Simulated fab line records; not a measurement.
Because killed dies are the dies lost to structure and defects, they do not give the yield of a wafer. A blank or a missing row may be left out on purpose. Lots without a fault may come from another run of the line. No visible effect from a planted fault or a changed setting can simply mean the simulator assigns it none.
Chamber matching :: flow n5_finfet :: 4 sister chambers for N5_GATE_CUT_DESCUM_18 on rie_diel-02
The step chemistry O2, time 7 s. 7 wafers are shown with their chamber, then 7 later ones without.

## WAFERS PAIRED WITH THEIR CHAMBERS
wafer: L083.1
chamber: 3
showerhead_plenum_p_Torr (Torr): 2.14
drypump_motor_current_A (A): 6.2

wafer: L083.2
chamber: 2
showerhead_plenum_p_Torr (Torr): 2.07
drypump_motor_current_A (A): 5.2

wafer: L087.1
chamber: 0
showerhead_plenum_p_Torr (Torr): 2.09
drypump_motor_current_A (A): 5.7

wafer: L087.3
chamber: 1
showerhead_plenum_p_Torr (Torr): 1.93
drypump_motor_current_A (A): 5.7

wafer: L087.6
chamber: 1
showerhead_plenum_p_Torr (Torr): 1.93
drypump_motor_current_A (A): 5.7

wafer: L089.1
chamber: 0
showerhead_plenum_p_Torr (Torr): 2.09
drypump_motor_current_A (A): 5.7

wafer: L089.5
chamber: 3
showerhead_plenum_p_Torr (Torr): 2.13
drypump_motor_current_A (A): 6.3

## WAFERS MISSING THEIR CHAMBER
wafer: L089.6
showerhead_plenum_p_Torr (Torr): 2.09
drypump_motor_current_A (A): 5.7

wafer: L092.1
showerhead_plenum_p_Torr (Torr): 1.92
drypump_motor_current_A (A): 5.7

wafer: L092.2
showerhead_plenum_p_Torr (Torr): 2.09
drypump_motor_current_A (A): 5.7

wafer: L092.4
showerhead_plenum_p_Torr (Torr): 2.13
drypump_motor_current_A (A): 6.3

wafer: L095.3
showerhead_plenum_p_Torr (Torr): 1.92
drypump_motor_current_A (A): 5.7

wafer: L095.4
showerhead_plenum_p_Torr (Torr): 2.09
drypump_motor_current_A (A): 5.7

wafer: L095.6
showerhead_plenum_p_Torr (Torr): 2.13
drypump_motor_current_A (A): 6.3

## CHAMBER TAKEN BY EACH
wafer: L089.6
from the rows above: 0
in truth: 0

wafer: L092.1
from the rows above: 1
in truth: 1

wafer: L092.2
from the rows above: 0
in truth: 0

wafer: L092.4
from the rows above: 3
in truth: 3

wafer: L095.3
from the rows above: 1
in truth: 1

wafer: L095.4
from the rows above: 0
in truth: 0

wafer: L095.6
from the rows above: 3
in truth: 3
Correct placement for 7 of the 7. Left unplaced by these rows: 0. Wrongly placed: 0.
How it was worked out, from the rows above alone: a wafer's distance from a chamber is the root of the sum, over the readings, of the square of ((its reading less the chamber's mean) divided by the reading's scatter). If the next closest chamber is less than 2 further off than the closest, the wafer can't be placed; otherwise it belongs to the closest. The mean given for a chamber averages the wafers shown for that chamber. The scatter: take each reading less its chamber's mean, square it, sum over the shown wafers, divide by the number of wafers less the number of chambers, and take the root.
